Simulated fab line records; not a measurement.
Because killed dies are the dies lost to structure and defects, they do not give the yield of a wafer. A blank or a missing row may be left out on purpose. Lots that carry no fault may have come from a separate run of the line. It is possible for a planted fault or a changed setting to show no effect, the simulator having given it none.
Comparing a struck lot with a sound one -- flow n5_finfet -- 33 out of 1938 route steps
Sound: these wafers, L448.1, L448.2, L448.4. Wafers struck: L451.1, L451.4, L451.5. At the end, the cause is stated.
At each step with rows: each side's tool, then ch and its chambers, then its first start. Under that, the readings that differ: sound wafers -- struck wafers -- difference of the means -- sigmas: that difference in standard deviations of wafers without a fault.
alike: readings with means less than 2 such deviations apart, plus words and numbers identical on both sides. not compared: withheld readings, readings lacking a value on some wafer, bounds such as >300 that could conceal the same value, and numbers that have no deviation in the record and whose values overlap.
A row with sigmas, a row that says differs or no value, or rows on one side alone: a step with any of these is where the two part. Numbers that don't overlap but have no deviation are shown without sigmas and don't part them. A reading that every wafer of one side lacks parts them only if that side has two wafers or more.

first, 10 steps without rows for these wafers: N5_SD_EPI_P_PRECLEAN_51 (cleans in NF3:NH3, afs cycles 1, time 20 s, sublimation time 60 s); N5_SD_EPI_P_VAPOR_ETCH_44 (etches SiGe30 in NF3/Ar, time 3.3 s); N5_SD_EPI_P_EPI_21 (deposits SiGe:B, time 355 s); N5_SD_EPI_P_HM_STRIP_48 (strips SiNx in H3PO4, material SiNx, target depth 3 nm); N5_SD_EPI_P_SRD_49 (time 30 s); N5_SD_EPI_P_PRECLEAN_24 (cleans in O3/DIW, time 45 s); N5_SD_EPI_P_PRECLEAN_32 (cleans in dHF, time 10 s); N5_SD_EPI_P_PRECLEAN_33 (cleans in SC2, time 45 s); N5_SD_EPI_P_SRD_25 (time 30 s); N5_SD_ACTIVATION_RTA_00 (time 0 s).
N5_SD_ACTIVATION_LSA_01: time 0.0008 s.
  sound on laser_anneal-02 ch 0, day 6 20:40; struck on laser_anneal-01 ch 0, day 7 09:28
reading,sound,struck,difference,sigmas
wafer_temp_C_max,1085.4 1087.3 1085.2,1054.7 1054.3 1057.3,-30.5,-25
N5_SD_ACTIVATION_RS_MEAS_03: measures by four-point-probe.
  sound on film_metro-01, day 6 20:52; struck on film_metro-01, day 7 09:41
reading,sound,struck,difference,sigmas
RS_SD_N (ohm/sq),22.0 21.9 21.9,25.7 25.9 26.0,+3.9,+12
  alike: RS_SD_P
then, 19 steps without rows for these wafers: N5_ILD0_LINER_00 (material SiNx, target thk 4 nm, pulse time 1 s, purge time 2 s); N5_ILD0_FCVD_FILL_01 (material SiO2 flowable, target thk 200 nm, time 328.3 s); N5_ILD0_CURE_02 (time 1800 s); N5_ILD0_CMP_03 (polishes, stops on SiNx, t overpolish 1.9 s, target thk 197.38 nm); N5_ILD0_CMP_07 (polishes SiO2 flowable, stops on poly-Si, t overpolish 1.18 s, target thk 138.88 nm); N5_ILD0_PRECLEAN_10 (cleans in NF3:NH3, afs cycles 5, time 20 s, sublimation time 60 s); N5_ILD0_ALD_15 (deposits SiNx, target thk 24 nm, pulse time 1 s, ald cycles 480); N5_ILD0_CMP_12 (polishes SiNx, stops on poly-Si, t overpolish 6 s, target thk 17.67 nm); N5_SDB_HM_DEP_00 (deposits SiNx from SiH4/NH3/N2, target thk 40 nm, time 35.3 s); N5_SDB_COAT_03 (time 60 s, resist thk 100 nm); N5_SDB_COAT_04 (time 60 s, resist thk 18 nm); N5_SDB_COAT_05 (resist thk 90 nm); N5_SDB_EBR_07; N5_SDB_SOFTBAKE_06 (time 60 s); N5_SDB_EXPOSE_08 (exposes mask SDB); N5_SDB_PEB_09 (peb time 60 s); N5_SDB_DEVELOP_10 (develop time 30 s); N5_SDB_DESCUM_16 (chemistry O2, time 7.9 s); N5_SDB_ETCH_17 (etches SiARC in CF4, target depth 23.4 nm, time 39 s).
-- the record jumps here: 5 days lie between the struck wafers' starts before and after (it left off in module SDB and takes up again in module BEOL_M4, whose first step shown is number 1111 of the route) --
N5_BEOL_M4_RC_MEAS_101:
  sound on prober-01 ch 0, day 11 15:16; struck on prober-02 ch 0, day 12 10:40
reading,sound,struck,difference,sigmas
RC_DENSE_N (ohm.um),19.5 19.0 18.8,21.8 21.5 21.6,+2.5,+6
RC_N (ohm.um),15.9 15.5 15.3,17.6 17.9 17.7,+2.2,+7
REXT_N (ohm.um),72.5 72.5 74.0,79.2 80.7 80.7,+7.2,+4
RS_SD_N (ohm/sq),28.5 28.3 28.8,32.5 32.8 32.8,+4.2,+10
  alike: DIBL_N, DIBL_P, IOFF_N, IOFF_P, ION_N, ION_P, SS_N, SS_P, VT_N, VT_P
-- record jumps: 4 days separate the struck wafers' starts on either side; left off in module BEOL_M4, taken up again in module PASSIVATION, whose first shown step is the route's number 1936 --
N5_PASSIVATION_PROBE_49:
  the record has rows for the struck wafers here (prober-02, day 16 14:18) and none for the sound ones

## WHERE THEY PART
At N5_SD_ACTIVATION_LSA_01 first; at N5_PASSIVATION_PROBE_49 last (within this record only).

WHY: whatever the simulator had introduced
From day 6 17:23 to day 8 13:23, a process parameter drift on laser_anneal-01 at N5_SD_ACTIVATION_LSA_01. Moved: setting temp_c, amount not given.
